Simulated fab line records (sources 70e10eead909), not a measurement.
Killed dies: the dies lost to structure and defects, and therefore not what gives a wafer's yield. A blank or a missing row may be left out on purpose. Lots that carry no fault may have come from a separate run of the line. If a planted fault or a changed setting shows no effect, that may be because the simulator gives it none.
What tool caused it? | flow nand_harc | 42 wafers from 14 lots sampled at 5 of the route's 1302 steps

## WHAT EACH GAUGE READ, for each wafer
NHARC_P_M1_CD_MEAS_16.
lot  | measured     | on        | cd_nm (nm)
L710 | day 6 15:25  | cd_sem-01 | 131.3 131.0 130.8
L712 | day 7 06:38  | cd_sem-03 | 130.3 131.4 130.1
L713 | day 7 12:02  | cd_sem-03 | 131.1 130.2 130.3
L717 | day 9 01:32  | cd_sem-01 | 131.0 131.2 131.3
L718 | day 9 14:19  | cd_sem-02 | 130.3 131.1 130.8
L720 | day 10 09:31 | cd_sem-01 | 131.3 129.4 130.7
L722 | day 11 03:37 | cd_sem-03 | 130.5 131.2 130.4
L723 | day 11 14:04 | cd_sem-03 | 131.4 131.1 130.7
L724 | day 12 06:11 | cd_sem-01 | 130.6 129.1 129.7
L729 | day 13 23:52 | cd_sem-01 | 129.8 131.5 129.2
L730 | day 14 18:41 | cd_sem-03 | 129.1 131.2 129.6
L731 | day 14 19:35 | cd_sem-01 | 130.3 129.7 130.4
L732 | day 15 16:14 | cd_sem-03 | 130.5 129.0 130.1
L733 | day 15 23:58 | cd_sem-02 | 129.0 130.7 130.0

NHARC_P_M1_THK_MEAS_24: measures by xrf.
lot  | measured     | on            | thk_nm (nm)
L710 | day 6 17:33  | film_metro-02 | 159.4 157.5 157.3
L712 | day 7 08:49  | film_metro-02 | 157.1 158.8 159.9
L713 | day 7 14:14  | film_metro-02 | 157.6 159.0 158.5
L717 | day 9 03:39  | film_metro-02 | 160.1 157.1 158.2
L718 | day 9 16:25  | film_metro-02 | 158.8 157.1 159.2
L720 | day 10 11:38 | film_metro-01 | 155.5 155.3 158.0
L722 | day 11 05:50 | film_metro-01 | 158.2 159.2 159.0
L723 | day 11 16:11 | film_metro-02 | 158.5 158.5 158.0
L724 | day 12 08:18 | film_metro-01 | 159.4 156.8 157.8
L729 | day 14 01:59 | film_metro-02 | 157.9 160.0 155.5
L730 | day 14 20:47 | film_metro-02 | 156.4 156.7 159.9
L731 | day 14 21:43 | film_metro-01 | 157.1 157.5 155.4
L732 | day 15 18:22 | film_metro-02 | 157.0 155.8 158.4
L733 | day 16 02:06 | film_metro-01 | 155.1 159.9 159.3

NHARC_END_SORT_01.
lot  | measured     | on        | defect_limited_yield (%) | killed_at_array | killed_at_other | killed_at_periphery | killed_dies | killed_open | killed_short
L720 | day 28 10:50 | prober-01 | 89.5 89.4 89.2           | 63 59 65        | 2 3 1           | 6 10 7              | 71 72 73    | 2 5 6       | 4 1 1
L723 | day 29 17:09 | prober-02 | 93.8 95.6 93.4           | 27 20 31        | 2 1 1           | 13 9 13             | 42 30 45    | 1 2 4       | 2 0 2
L724 | day 30 05:30 | prober-01 | 92.5 90.8 90.5           | 50 58 60        | 0 1 2           | 1 3 2               | 51 62 64    | 3 4 3       | 3 4 4

## WHAT TOOL EACH LOT RAN ON (gives the tool, then ch and the chambers of the sampled wafers, and finally the start)
lot  | NHARC_P_M1_DEGAS_29          | NHARC_P_M2_SOFTBAKE_04
L710 | pvd_sputter-01, day 6 16:08  | litho_track-01 ch 0, day 6 18:00
L712 | pvd_sputter-01, day 7 07:24  | litho_track-06 ch 0, day 7 09:00
L713 | pvd_sputter-01, day 7 12:48  | litho_track-06 ch 0, day 7 15:00
L717 | pvd_sputter-01, day 9 02:16  | litho_track-01 ch 0, day 9 04:00
L718 | pvd_sputter-02, day 9 15:02  | litho_track-06 ch 0, day 9 17:00
L720 | pvd_sputter-03, day 10 10:14 | litho_track-06 ch 0, day 10 12:00
L722 | pvd_sputter-02, day 11 04:21 | litho_track-01 ch 0, day 11 07:00
L723 | pvd_sputter-02, day 11 14:47 | litho_track-01 ch 0, day 11 17:00
L724 | pvd_sputter-02, day 12 06:54 | litho_track-04 ch 0, day 12 09:00
L729 | pvd_sputter-03, day 14 00:37 | litho_track-06 ch 0, day 14 03:00
L730 | pvd_sputter-02, day 14 19:24 | litho_track-04 ch 0, day 14 21:00
L731 | pvd_sputter-01, day 14 20:18 | litho_track-04 ch 0, day 14 22:00
L732 | pvd_sputter-02, day 15 16:56 | litho_track-04 ch 0, day 15 19:00
L733 | pvd_sputter-01, day 16 00:41 | litho_track-01 ch 0, day 16 03:00
- NHARC_P_M1_DEGAS_29: time 60 s.
- NHARC_P_M2_SOFTBAKE_04: time 55 s.

## WHAT THE TOOLS THEMSELVES READ (means of the sampled wafers that have a number; where no wafer has one, the mark that the record gives instead)
NHARC_P_M1_DEGAS_29.
lot  | tool           | heater_power_w (W)
L710 | pvd_sputter-01 | 347
L712 | pvd_sputter-01 | 339
L713 | pvd_sputter-01 | 346
L717 | pvd_sputter-01 | 342
L718 | pvd_sputter-02 | 317
L720 | pvd_sputter-03 | 343
L722 | pvd_sputter-02 | 341
L723 | pvd_sputter-02 | 318
L724 | pvd_sputter-02 | 327
L729 | pvd_sputter-03 | 363
L730 | pvd_sputter-02 | 318
L731 | pvd_sputter-01 | 324
L732 | pvd_sputter-02 | 330
L733 | pvd_sputter-01 | 313

NHARC_P_M2_SOFTBAKE_04.
lot  | tool           | heater_power_total_W (W) | resist_line_temp_C (C)
L710 | litho_track-01 | 188.34                   | 22.87
L712 | litho_track-06 | 188.55                   | 23.05
L713 | litho_track-06 | 188.36                   | 23.13
L717 | litho_track-01 | 188.70                   | 23.01
L718 | litho_track-06 | 188.47                   | 23.15
L720 | litho_track-06 | 188.31                   | 23.06
L722 | litho_track-01 | 212.53                   | 22.99
L723 | litho_track-01 | 212.70                   | 23.06
L724 | litho_track-04 | 188.41                   | 23.00
L729 | litho_track-06 | 188.39                   | 22.93
L730 | litho_track-04 | 188.38                   | 23.11
L731 | litho_track-04 | 188.51                   | 22.92
L732 | litho_track-04 | 188.49                   | 23.11
L733 | litho_track-01 | 188.40                   | 23.04

## THE ANSWER, worked out from the rows above alone
Rule: usual is defined by the lots themselves. Put in order of their means at a reading, lots are off if they are a third of the lots or fewer, leave a main group of 4 or more, and stand apart from it by a gap of 3 or more times the standard deviation of the main group's means; of several such gaps the widest counts. The tables above print the reading to a certain number of digits; a main group whose means all agree to those digits is not used. Also off: a lot with no number at a reading for which 4 or more lots have one. Where the step has rows for the other lots, those lots are counted as sound. First the gauges in route order, then the tools' own readings, where a lot's mean is used as printed above. The first step at which some lot is off is used, and at that step the reading that is off furthest; a lot without a number counts as furthest.
Off: L722, L723 (NHARC_P_M2_SOFTBAKE_04, heater_power_total_W). Mean 188.44 W and standard deviation 0.1 in the main group.
If a tool, at that step or one of the process steps before it, ran each lot that is off and ran no sound lot following the first of them, it fits. None of those tried fits.

## WHAT THE SIMULATOR PUT IN
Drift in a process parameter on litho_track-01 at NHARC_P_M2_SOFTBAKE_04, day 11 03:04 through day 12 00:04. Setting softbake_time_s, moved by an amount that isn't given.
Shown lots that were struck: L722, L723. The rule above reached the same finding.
